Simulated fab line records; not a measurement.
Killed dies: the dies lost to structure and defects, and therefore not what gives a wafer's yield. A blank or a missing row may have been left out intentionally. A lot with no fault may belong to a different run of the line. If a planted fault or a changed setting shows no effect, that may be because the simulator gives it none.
Which tool did it? | flow n5-finfet | 36 wafers from 12 lots sampled at 4 of the route's 1938 steps

## WHAT THE GAUGES READ, wafer by wafer
N5_BEOL_M2_OVL_MEAS_12.
lot  | measured     | on         | M2_OVL (nm)
L075 | day 6 19:23  | overlay-02 | -0.9 -0.2 -1.3
L076 | day 7 03:54  | overlay-02 | -1.1 -0.7 -1.1
L080 | day 7 19:41  | overlay-01 | -0.6 -0.8 -1.2
L081 | day 8 09:18  | overlay-01 | 0.2 0.4 0.6
L083 | day 9 02:17  | overlay-02 | -0.3 -1.3 -0.5
L084 | day 9 07:11  | overlay-02 | -0.8 -0.2 -0.4
L087 | day 9 19:52  | overlay-02 | -0.3 -1.0 -0.6
L089 | day 10 04:06 | overlay-02 | -1.2 0.3 -1.1
L091 | day 10 17:31 | overlay-01 | -0.8 -1.1 0.2
L093 | day 11 08:51 | overlay-01 | 0.2 0.2 -0.4
L096 | day 11 23:43 | overlay-02 | -0.1 -0.6 0.0
L097 | day 12 05:44 | overlay-01 | 0.8 -0.7 -1.3

## WHICH TOOL RAN EACH LOT (tool, then ch and the chambers of the sampled wafers, then the start)
lot  | N5_BEOL_M1_SPUTTER_92        | N5_BEOL_M1_PRE_CLEAN_60          | N5_BEOL_M2_HM_DEP_02
L075 | pvd-sputter-02, day 6 15:29  | cvd-co-02 ch 1,2, day 6 16:44    | pvd-sputter-03, day 6 18:57
L076 | pvd-sputter-02, day 6 22:44  | cvd-co-02 ch 0,2, day 7 00:01    | pvd-sputter-01, day 7 03:24
L080 | pvd-sputter-02, day 7 17:11  | cvd-co-01 ch 0,1,2, day 7 18:27  | pvd-sputter-02, day 7 19:14
L081 | pvd-sputter-03, day 8 05:02  | cvd-co-01 ch 0,2, day 8 06:26    | pvd-sputter-02, day 8 08:45
L083 | pvd-sputter-03, day 8 23:24  | cvd-co-02 ch 1,2, day 9 00:40    | pvd-sputter-01, day 9 01:50
L084 | pvd-sputter-01, day 9 04:36  | cvd-co-02 ch 0,1,2, day 9 05:53  | pvd-sputter-01, day 9 06:46
L087 | pvd-sputter-01, day 9 17:39  | cvd-co-01 ch 0,2, day 9 18:55    | pvd-sputter-02, day 9 19:26
L089 | pvd-sputter-01, day 10 00:01 | cvd-co-01 ch 0,1,2, day 10 01:22 | pvd-sputter-01, day 10 03:40
L091 | pvd-sputter-01, day 10 14:04 | cvd-co-02 ch 0,1,2, day 10 15:34 | pvd-sputter-03, day 10 17:05
L093 | pvd-sputter-03, day 11 06:19 | cvd-co-01 ch 0,1,2, day 11 07:35 | pvd-sputter-01, day 11 08:25
L096 | pvd-sputter-03, day 11 21:23 | cvd-co-02 ch 0,1, day 11 22:45   | pvd-sputter-03, day 11 23:17
L097 | pvd-sputter-01, day 12 01:52 | cvd-co-02 ch 1,2, day 12 03:07   | pvd-sputter-02, day 12 05:19
- N5_BEOL_M1_SPUTTER_92: material Cu, target thk 4.5 nm, time 8.29 s.
- N5_BEOL_M1_PRE_CLEAN_60: time 15 s.
- N5_BEOL_M2_HM_DEP_02: deposits TiN, target thk 20 nm.

## THE ANSWER, worked out from the rows above alone
Rule: the lots themselves supply what counts as usual. Put in order of their means at a reading, lots are off if they are a third of the lots or fewer, leave a main group of 4 or more, and stand apart from it by a gap of 3 or more times the standard deviation of the main group's means; of several such gaps the widest counts. If all means in a main group match to the digits the tables above print for the reading, that group is not used. Also off: a lot with no number at a reading for which 4 or more lots have one. Any other lot the step has rows for is counted as sound.
No lot is off on any of the readings shown, so nothing can be concluded from this.

## WHAT THE SIMULATOR PUT IN
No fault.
